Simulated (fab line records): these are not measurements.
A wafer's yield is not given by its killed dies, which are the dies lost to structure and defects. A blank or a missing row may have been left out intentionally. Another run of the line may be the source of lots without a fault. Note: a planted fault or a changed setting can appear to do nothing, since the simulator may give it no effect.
Struck lot and sound lot, side by side + flow nandHarc + 13 steps out of a route of 1159
Sound: the wafers L440.1, L440.2, L440.6. The struck wafers were L446.3, L446.5, L446.6. The cause comes at the end.
Order at every step that has rows: each side's tool, ch and its chambers, its first start. Under that, the readings that differ: sound wafers + struck wafers + difference of the means + sigmas: that difference in standard deviations of wafers without a fault.
alike: readings whose means differ by less than 2 such deviations, and words and numbers that are the same on both sides. not compared: withheld readings, readings that some wafer has no value for, bounds like >300 that may hide the same value, and numbers for which the record gives no deviation and whose values overlap.
A row with sigmas, a row that says differs or no value, or rows on one side alone: a step with any of these is where the two part. When numbers do not overlap yet have no deviation, they are printed without sigmas and do not part them. Lack of a reading on every wafer of one side parts them only where that side has two or more wafers.

NHARC_A_BLC_CMP_25: polishes, t overpolish 30 s, target thk 150 nm.
  sound on cmp-04 ch 1,3, day 18 21:16; struck on cmp-02 ch 1,2, day 20 17:43
| reading           | sound         | struck         | difference | sigmas |
|-------------------|---------------|----------------|------------|--------|
| motorCurrentA (A) | 11.2 8.8 11.9 | 14.4 12.3 14.2 | +3.0       | +2     |
  alike: overpolishRunS, slurryFlowMlMin, timeToEndpointS
next, for these wafers, 1 step has no rows: NHARC_A_BLC_SRD_27.
NHARC_A_BLC_INSPECT_28:
  sound: defectInspect-01 at day 18 21:39; struck: defectInspect-01 at day 20 18:06
  alike: rawDefectCount
then, 8 steps without rows for these wafers: NHARC_A_M0_DEP_00 (deposits SiOC, target thk 150 nm); NHARC_A_M0_DEHYDRATE_01 (time 120 s); NHARC_A_M0_HMDS_02 (time 30 s); NHARC_A_M0_COAT_33 (time 65 s); NHARC_A_M0_COAT_03 (resist thk 90 nm); NHARC_A_M0_SOFTBAKE_04 (time 55 s); NHARC_A_M0_EBR_05; NHARC_A_M0_EXPOSE_06 (exposes mask A M0, target cd 80 nm).
NHARC_A_M0_PEB_07: peb time 65 s.
  sound on lithoTrack-06 ch 0, day 18 22:34; struck on lithoTrack-01 ch 0, day 20 19:11
| reading               | sound             | struck            | difference | sigmas |
|-----------------------|-------------------|-------------------|------------|--------|
| heaterPowerTotalW (W) | 156.7 157.2 157.1 | 168.3 167.9 168.4 | +11.2      | +28    |
then, 1 step without rows for these wafers: NHARC_A_M0_DEVELOP_08 (develop time 35 s).

== WHERE THEY PART ==
Last at NHARC_A_M0_PEB_07 as far as this record goes, first at NHARC_A_BLC_CMP_25.

WHY: whatever the simulator had introduced
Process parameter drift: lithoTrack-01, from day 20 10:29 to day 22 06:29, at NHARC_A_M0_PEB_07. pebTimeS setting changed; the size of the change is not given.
